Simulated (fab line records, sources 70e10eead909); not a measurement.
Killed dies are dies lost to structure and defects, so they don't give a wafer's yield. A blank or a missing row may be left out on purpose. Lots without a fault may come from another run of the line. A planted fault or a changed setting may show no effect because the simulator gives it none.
fab line records | flow nand_harc
record lots=13 wafers=36 last_day=33
route steps=1302 shown A_WL_FILL@956 END@1302
lots that met no fault: from a run of the same line without faults
start_h: hours from the record's first day to the start of the lot's first wafer shown | wait_h: hours since the lot's step before | " the same as in the row above | L1.1+2: a row that stands for several wafers | - no value, or no start given | * or withheld: withheld | < > ~ a bound
route shown NAME@n: a module of which the file shows steps, and the number in the route of the first | usual: mean/standard deviation of fault-free wafers | same: alike in all rows | chamber/n: place in a boat | sites: the reading at each site | _std_site: their standard deviation | _edge_site: outer sites' mean less inner sites' | radius_mm: how far each site lies from the wafer's centre | mask NAME#n: copy n | behind: the tool/chamber that last shaped the wafer | hold: why the lot was held/for how many hours/how that ended | device: the transistor (n, p or np) that didn't switch | end of line: the same wafers' tests at the end of the route | a step without rows: its recipe alone | killed: dies lost to structure and defects at the first sort, not the wafer's yield | map: a wafer's dies, x killed, . not, _ none there
set.NAME: the setting as run; set.NAME@STEP: as run at that earlier step | model.NAME: the simulator's own value behind a step, which no gauge read
steps of the route over a sample of lots; a table a step, a row a wafer
services: from which hour (start_h, from the record's first day; less than 0 if before it) a tool's chamber was out of use, for how many hours, and why
## steps
# step NHARC_A_WL_FILL_CVD_03
# recipe target_thk_a=400 temp_c=300 pressure_torr=40 wf6_flow_sccm=40 h2_flow_sccm=1600 ar_flow_sccm=1560 time_s=279 material=W
# usual heater_power_w=445/39 mfc_wf6_sccm=39.99/0.12 throttle_valve_pct=8.19/0.22
# columns lot.wafer tool chamber start_h wait_h heater_power_w mfc_wf6_sccm since_wet_clean_h throttle_valve_pct
L258.3 cvd_w-01 0 489.31 0.2 463 40.08 - 8.12
L258.4 " 1 " " 438 39.99 - 7.84
L258.6 " 1 " " 426 39.82 - 8.06
L257.1 cvd_w-01 1 493.18 0.1 423 39.99 114 8.10
L257.4 " 0 " " 459 40.11 - 8.07
L257.5 " 1 " " 420 40.11 - 7.83
L256.1 cvd_w-02 0 493.33 0.1 409 39.95 30 8.20
L256.4 " 0 " " 412 40.03 - 8.17
L256.5 " 0 " " 416 40.06 - 8.45
L263.3 cvd_w-01 1 560.95 0.2 421 40.06 - 7.83
L263.6 " 0 " " 426 39.75 - 8.38
L266.1 cvd_w-01 0 570.83 0.1 429 39.96 11 8.11
L267.2 cvd_w-02 0 570.84 0.1 422 40.08 108 8.50
L267.3 " 0 " " 410 40.02 - 8.34
L267.6 " 1 " " 525 40.01 - 8.28
L269.1 cvd_w-01 1 611.10 0.2 416 40.04 51 7.88
L269.4 " 1 " " 413 39.97 - 7.99
L269.5 " 0 " " 424 40.02 - 8.37
L272.2 cvd_w-02 0 629.16 0.1 417 40.10 166 8.20
L272.3 " 1 " " 535 40.02 - 8.23
L272.6 " 0 " " 421 40.01 - 8.65
L274.4 cvd_w-02 1 650.28 0.2 504 39.87 - 8.05
L274.3 " 0 " " 403 39.94 - 7.97
L274.6 " 1 " " 511 39.94 - 8.06
L273.4 cvd_w-01 1 660.74 0.2 424 39.96 - 8.20
L273.6 " 0 " " 436 40.17 - 8.41
L273.5 " 1 " " 416 40.01 - 8.21
L275.2 cvd_w-02 0 666.13 0.1 407 39.71 22 8.18
L275.1 " 1 " " 495 39.85 22 7.91
L275.4 " 0 " " 410 39.89 - 7.99
L277.2 cvd_w-02 0 695.25 0.2 421 39.91 - 8.03
L277.4 " 0 " " 415 39.84 - 8.07
L277.5 " 0 " " 417 39.85 - 8.17
L278.2 cvd_w-01 0 695.30 0.1 441 40.04 135 8.28
L278.4 " 0 " " 436 40.01 - 8.15
L278.5 " 0 " " 436 40.17 - 8.22
# step NHARC_A_WL_FILL_STRIP_27
# recipe power_w=1500 temp_c=250 time_s=20 chemistry=N2/H2
# usual drypump_motor_current_A=5.7/0.54 heater_power_w=358/39
# columns lot.wafer tool chamber start_h wait_h drypump_motor_current_A heater_power_w rf_hours_counter_h
L258.4 plasma_asher-01 1 490.01 0.1 5.0 320 -
L258.3 " 0 " " 6.3 313 -
L258.6 " 1 " " 5.0 313 -
L257.1 plasma_asher-02 1 493.93 0.1 5.3 402 15
L257.4 " 1 " " 5.3 414 -
L257.5 " 1 " " 5.3 400 -
L256.1 plasma_asher-02 0 494.09 0.2 6.2 363 15
L256.4 " 0 " " 6.2 376 -
L256.5 " 0 " " 6.2 369 -
L263.3 plasma_asher-02 0 561.61 0.2 6.2 370 -
L263.6 " 0 " " 6.2 362 -
L267.2 plasma_asher-02 0 571.56 0.1 6.2 372 32
L267.3 " 1 " " 5.3 409 -
L267.6 " 1 " " 5.3 406 -
L266.1 plasma_asher-02 1 571.69 0.2 5.3 418 32
L269.1 plasma_asher-01 0 611.89 0.2 6.3 312 18
L269.4 " 0 " " 6.3 321 -
L269.5 " 0 " " 6.3 315 -
L272.2 plasma_asher-02 0 629.87 0.1 6.2 377 4
L272.3 " 0 " " 6.2 368 -
L272.6 " 1 " " 5.3 403 -
L274.3 plasma_asher-01 0 651.16 0.3 6.3 323 -
L274.4 " 1 " " 5.1 319 -
L274.6 " 1 " " 5.0 319 -
L273.4 plasma_asher-02 0 661.38 0.1 6.2 369 -
L273.5 " 0 " " 6.2 379 -
L273.6 " 1 " " 5.3 408 -
L275.2 plasma_asher-01 1 666.90 0.1 5.1 318 29
L275.1 " 0 " " 6.3 315 29
L275.4 " 1 " " 5.1 323 -
L278.2 plasma_asher-02 0 696.05 0.1 6.2 377 18
L278.4 " 0 " " 6.2 359 -
L278.5 " 0 " " 6.2 371 -
L277.2 plasma_asher-02 1 696.48 0.4 5.3 411 18
L277.4 " 0 " " 6.2 363 -
L277.5 " 0 " " 6.2 370 -
# step NHARC_A_WL_FILL_ETCHBACK_17
# recipe target_depth_a=40 time_s=26.7 chemistry=Cl2/BCl3
# usual drypump_motor_current_A=5.8/0.49 oes_product_au=1.000/0.0079
# columns lot.wafer tool chamber start_h wait_h drypump_motor_current_A oes_product_au rf_hours_counter_h
L258.3 rie_metal-02 1 500.48 - 6.6 0.997 -
L258.4 " 0 " " 5.3 1.003 -
L258.6 " 0 " " 5.4 0.988 -
L256.1 rie_metal-01 0 504.05 - 5.5 1.004 1.9
L256.4 " 1 " " 5.9 1.007 -
L256.5 " 0 " " 5.5 1.000 -
L257.1 rie_metal-03 0 504.08 - 5.6 1.002 2.6
L257.4 " 0 " " 5.6 1.013 -
L257.5 " 1 " " 5.6 1.009 -
L263.3 rie_metal-02 1 571.23 - 6.6 0.990 -
L263.6 " 0 " " 5.4 0.997 -
L266.1 rie_metal-02 1 581.33 - 6.6 1.006 1.9
L267.2 rie_metal-03 0 581.33 - 5.6 0.996 1.2
L267.3 " 0 " " 5.6 0.991 -
L267.6 " 0 " " 5.6 0.997 -
L269.1 rie_metal-02 0 620.23 - 5.4 1.006 2.5
L269.4 " 0 " " 5.3 0.996 -
L269.5 " 1 " " 6.6 0.991 -
L272.2 rie_metal-03 0 640.08 - 5.6 0.993 1.9
L272.3 " 1 " " 5.6 1.009 -
L272.6 " 0 " " 5.6 0.994 -
L274.3 rie_metal-03 0 661.30 - 5.6 1.000 -
L274.4 " 1 " " 5.6 0.993 -
L274.6 " 0 " " 5.6 0.987 -
L273.4 rie_metal-02 0 676.55 - 5.4 1.024 -
L273.5 " 0 " " 5.3 1.010 -
L273.6 " 1 " " 6.7 1.007 -
L275.2 rie_metal-03 1 683.51 - 5.6 1.002 2.7
L275.1 " 0 " " 5.6 1.005 2.7
L275.4 " 0 " " 5.6 0.993 -
L277.2 rie_metal-02 1 707.34 - 6.7 1.009 1.2
L277.4 " 1 " " 6.7 1.005 -
L277.5 " 1 " " 6.7 1.007 -
L278.2 rie_metal-01 1 709.50 - 5.8 1.017 2.2
L278.4 " 0 " " 5.5 0.995 -
L278.5 " 0 " " 5.5 0.998 -
# step NHARC_A_WL_FILL_CVD_20
# recipe target_thk_a=1000 temp_c=400 pressure_torr=40 wf6_flow_sccm=40 h2_flow_sccm=1600 ar_flow_sccm=1560 time_s=74 material=W
# usual heater_power_w=810/86 mfc_wf6_sccm=39.99/0.12 throttle_valve_pct=8.17/0.22
# columns lot.wafer tool chamber start_h wait_h heater_power_w mfc_wf6_sccm since_wet_clean_h throttle_valve_pct
L258.4 cvd_w-01 1 506.15 - 752 40.02 - 7.90
L258.3 " 0 " " 842 40.15 - 8.32
L258.6 " 1 " " 777 39.93 - 7.93
L256.1 cvd_w-02 0 509.64 - 747 39.81 47 8.26
L256.4 " 1 " " 965 40.18 - 7.90
L256.5 " 1 " " 927 40.25 - 7.95
L257.1 cvd_w-01 1 509.64 - 766 40.15 131 7.96
L257.4 " 1 " " 755 40.00 - 7.84
L257.5 " 1 " " 764 40.10 - 8.14
L263.3 cvd_w-02 0 576.93 - 726 39.93 - 8.37
L263.6 " 1 " " 937 40.01 - 8.34
L266.1 cvd_w-02 0 586.99 - 757 40.20 124 8.48
L267.2 cvd_w-01 1 587.05 - 742 40.13 27 7.72
L267.3 " 0 " " 773 39.97 - 8.17
L267.6 " 1 " " 739 40.02 - 7.87
L269.1 cvd_w-01 0 626.04 - 789 40.08 66 8.31
L269.4 " 1 " " 733 39.85 - 7.79
L269.5 " 0 " " 767 40.02 - 8.23
L272.2 cvd_w-02 1 645.62 - 918 40.06 2 7.85
L272.3 " 0 " " 713 39.87 - 8.13
L272.6 " 1 " " 930 40.05 - 7.96
L274.3 cvd_w-02 0 666.89 - 712 40.08 - 8.35
L274.4 " 1 " " 895 39.85 - 7.97
L274.6 " 1 " " 904 39.79 - 7.84
L273.4 cvd_w-02 0 682.33 - 749 40.04 - 8.09
L273.6 " 0 " " 721 40.13 - 8.39
L273.5 " 1 " " 917 39.89 - 8.14
L275.1 cvd_w-01 0 690.80 - 778 39.73 131 8.19
L275.2 " 1 " " 740 40.20 131 7.89
L275.4 " 0 " " 791 39.87 - 8.22
L277.2 cvd_w-02 1 712.95 - 910 39.93 69 8.15
L277.4 " 1 " " 889 40.01 - 8.05
L277.5 " 0 " " 747 39.80 - 8.37
L278.2 cvd_w-02 0 715.29 - 723 40.27 71 8.32
L278.4 " 1 " " 882 40.00 - 8.02
L278.5 " 1 " " 913 40.24 - 7.83
# step NHARC_A_WL_FILL_CMP_12
# recipe t_overpolish_s=30 target_thk_nm=100
# usual motor_current_A=11.5/1 overpolish_run_s=30.000/0.0088 time_to_endpoint_s=20.8/2.4
# columns lot.wafer tool chamber start_h wait_h motor_current_A overpolish_run_s time_to_endpoint_s
L258.4 cmp-02 1 506.31 0.1 11.7 30.012 20.2
L258.3 " 2 " " 10.9 30.017 23.3
L258.6 " 0 " " 9.9 29.999 22.2
L256.4 cmp-04 3 509.80 0.1 13.5 29.997 22.3
L256.1 " 1 " " 11.6 29.998 25.5
L256.5 " 0 " " 11.8 30.002 18.4
L257.1 cmp-03 3 509.80 0.1 11.1 30.004 21.0
L257.4 " 1 " " 11.0 30.008 23.0
L257.5 " 3 " " 11.1 30.006 20.3
L263.3 cmp-02 2 577.09 0.1 10.6 29.997 13.5
L263.6 " 1 " " 11.7 30.011 17.7
L266.1 cmp-04 3 587.19 0.2 13.5 30.000 13.3
L267.3 cmp-02 0 587.21 0.1 10.2 29.999 21.2
L267.2 " 1 " " 12.3 29.997 19.6
L267.6 " 1 " " 11.8 29.996 19.1
L269.4 cmp-03 0 626.22 0.1 11.2 30.000 21.4
L269.1 " 3 " " 11.2 29.990 22.8
L269.5 " 1 " " 10.7 30.009 23.5
L272.3 cmp-02 3 645.83 0.1 10.2 30.006 20.2
L272.2 " 0 " " 9.5 29.981 19.1
L272.6 " 3 " " 10.3 30.009 19.3
L274.3 cmp-04 0 667.02 0.1 11.6 29.979 17.5
L274.4 " 3 " " 13.9 30.012 19.8
L274.6 " 0 " " 11.5 29.997 16.7
L273.4 cmp-04 2 682.46 0.1 10.6 29.983 19.2
L273.6 " 2 " " 10.2 29.998 19.8
L273.5 " 3 " " 13.5 30.008 17.9
L275.4 cmp-03 2 690.98 0.1 12.5 29.994 20.5
L275.1 " 0 " " 11.7 30.010 20.3
L275.2 " 1 " " 11.1 29.993 20.6
L277.2 cmp-04 1 713.13 0.2 12.3 30.007 24.1
L277.4 " 2 " " 10.7 30.005 20.1
L277.5 " 1 " " 11.8 30.006 22.6
L278.4 cmp-03 1 715.47 0.1 10.4 30.004 23.8
L278.2 " 2 " " 12.2 30.011 23.5
L278.5 " 0 " " 11.0 29.995 21.6
# step NHARC_END_SORT_01
# recipe temp_c=25
# usual killed_at_array=58/18 killed_at_other=1.0/1.5 killed_at_periphery=4/3.1 killed_dies=64/18 killed_open=3.4/1.9 killed_short=2.7/1.7
# same gross_dies=677
# columns lot.wafer tool chamber start_h wait_h killed_at_array killed_at_other killed_at_periphery killed_dies killed_open killed_short
L263.3 prober-01 0 698.11 3.1 75 8 10 93 2 2
L263.6 prober-01 0 700.55 4.1 85 7 7 99 3 1
L266.1 prober-01 0 699.91 2.5 40 1 0 41 1 2
# killed by level:class
L263.3 A_CHANNEL_HOLE_D1:chamber_film_flake=36 A_SLIT:chamber_film_flake=23 THIN_TSV:chamber_film_flake=8 A_CHANNEL_HOLE_D2:chamber_film_flake=7 P_CONTACT:chamber_film_flake=6 P_M2:chamber_film_flake=2 A_SGD_CUT:chamber_film_flake=2 A_WL_FILL:chamber_film_flake=2
L266.1 A_CHANNEL_HOLE_D1:chamber_film_flake=26 A_CONTACT:chamber_film_flake=4 A_SGD_CUT:chamber_film_flake=3 A_STAIRCASE:chamber_film_flake=2 A_CHANNEL_FILL_D1:geometric_particle:open=1 A_M0:geometric_particle:short=1 A_M1:geometric_particle:short=1 A_CHANNEL_HOLE_D2:chamber_film_flake=1
L263.6 A_CHANNEL_HOLE_D1:chamber_film_flake=36 A_SLIT:chamber_film_flake=30 A_CHANNEL_HOLE_D2:chamber_film_flake=9 THIN_TSV:chamber_film_flake=7 P_CONTACT:chamber_film_flake=4 A_CONTACT:chamber_film_flake=3 A_SGD_CUT:chamber_film_flake=2 A_STAIRCASE:chamber_film_flake=2
## services
# columns tool chamber start_h hours kind
cmp-03 - 466.60 4.0 pm
rie_metal-03 - 467.29 0.3 repair
cmp-04 - 468.50 0.4 repair
cmp-04 - 475.32 4.0 repair
cmp-04 - 503.00 4.0 pm
cvd_w-01 - 514.98 0.9 repair
cvd_w-02 - 518.89 1.3 repair
rie_metal-03 - 519.00 9.0 pm
cmp-04 - 528.32 1.3 repair
cvd_w-01 - 547.00 13.0 pm
rie_metal-03 - 562.61 0.9 repair
cmp-04 - 600.78 1.7 repair
plasma_asher-02 - 603.05 9.0 pm
cmp-04 - 608.54 2.7 repair
cvd_w-01 - 617.31 1.4 repair
cvd_w-02 1 619.44 3.2 repair
cmp-04 - 629.68 1.5 repair
cvd_w-02 - 631.00 13.0 pm
rie_metal-02 - 632.15 9.0 pm
cvd_w-02 1 687.02 17.0 repair
cvd_w-02 - 687.49 1.2 repair
rie_metal-03 - 696.00 9.0 pm
cmp-04 - 700.43 4.0 pm
cvd_w-01 - 705.93 1.0 repair
## key
first_sign step=NHARC_A_WL_FILL_CMP_12 reading=time_to_endpoint_s direction=down sigmas=3.1 usual=* struck=*
effect none on later readings
met_at NHARC_A_WL_FILL_CVD_20
struck_lots L263,L266
struck_wafers L263.3,L266.1
tester_left_out L263,L266
not_acting_at NHARC_A_WL_FILL_CVD_03,NHARC_A_WL_FILL_STRIP_27,NHARC_A_WL_FILL_ETCHBACK_17
onset_between 509.64 576.93
fault kind=process_parameter_drift tool=cvd_w-02 chamber=0 onset_h=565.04 steps=NHARC_A_WL_FILL_CVD_20 channel=target_thk_a offset=* shape=step end_h=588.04 acts_in=* stated=*
# tester_left_out: of these lots the tester's yield and bins aren't shown, on N5 and GAA mostly nor the transistor test; their killed dies are dies lost to structure and defects alone, not to doping, threshold or leakage, so they don't give the yield
